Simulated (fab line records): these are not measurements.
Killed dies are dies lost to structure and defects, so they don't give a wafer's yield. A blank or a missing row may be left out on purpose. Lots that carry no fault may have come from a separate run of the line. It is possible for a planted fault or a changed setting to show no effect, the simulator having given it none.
A single fault, viewed from 2 desks | flow nand-harc | numbers are kept per desk, each desk with only its own; the story behind them comes last

## FOR THE TOOL OWNER'S DESK: wet-bench-07
The tool's own readings at NHARC_A_SGD_CUT_PRECLEAN_18 (cleans in SC1): means of the sampled wafers that have a number, for each lot that ran on this tool. Any lot whose mean is over 4 standard deviations away from the usual mean is out of limits and marked OUT; that distance is given in the brackets.
Columns: A = bath-guard-temp-C at NHARC_A_SGD_CUT_PRECLEAN_18, usual 49.9 C; B = diw-flow-mL-min at NHARC_A_SGD_CUT_PRECLEAN_18, usual 1415
lot  | first seen here | A    | B
L835 | day 19 15:40    | 49.9 | 1416
L836 | day 19 18:26    | 50.0 | 1415
L841 | day 23 01:52    | 49.7 | 1419
L842 | day 23 03:44    | 49.9 | 1414
L844 | day 23 19:27    | 49.9 | 1418
L847 | day 24 19:44    | 50.1 | 1417
L854 | day 28 00:56    | 50.1 | 1417
L856 | day 29 01:31    | 49.9 | 1415
Result from this desk: across the 8 lots, nothing is out of limits.

## AT THE METROLOGY DESK
Means of the sampled wafers that have a number, per lot and without regard to the tool the lot ran on: this is what the gauges read. Any lot whose mean is over 4 standard deviations away from the usual mean is out of limits and marked OUT; that distance is given in the brackets.
Columns: A = overlay-x-nm at NHARC_HYBRID_BOND_OVL_MEAS_05, usual 0 nm; B = overlay-y-nm at NHARC_HYBRID_BOND_OVL_MEAS_05, usual 2 nm
lot  | first seen here | A   | B
L833 | day 23 10:33    | -17 | 36
L834 | day 24 04:57    | 7   | -22
L836 | day 24 04:57    | -22 | 31
L835 | day 24 04:58    | -5  | -37
L837 | day 24 19:44    | 19  | 1
L840 | day 26 19:49    | 23  | 22
L842 | day 27 09:32    | -20 | -23
L841 | day 27 22:28    | -18 | 57
L844 | day 28 06:57    | -10 | -12
L847 | day 29 12:37    | -15 | 3
L853 | day 31 14:52    | -30 | 7
L854 | day 32 10:27    | 31  | -9
L856 | day 33 08:35    | -20 | 2
Result from this desk: across the 13 lots, nothing is out of limits.

## TAKEN TOGETHER
The desk of the tool owner found nothing out of limits.
Nothing out of limits was seen by the metrology desk.

## WHAT WAS PUT IN BY THE SIMULATOR
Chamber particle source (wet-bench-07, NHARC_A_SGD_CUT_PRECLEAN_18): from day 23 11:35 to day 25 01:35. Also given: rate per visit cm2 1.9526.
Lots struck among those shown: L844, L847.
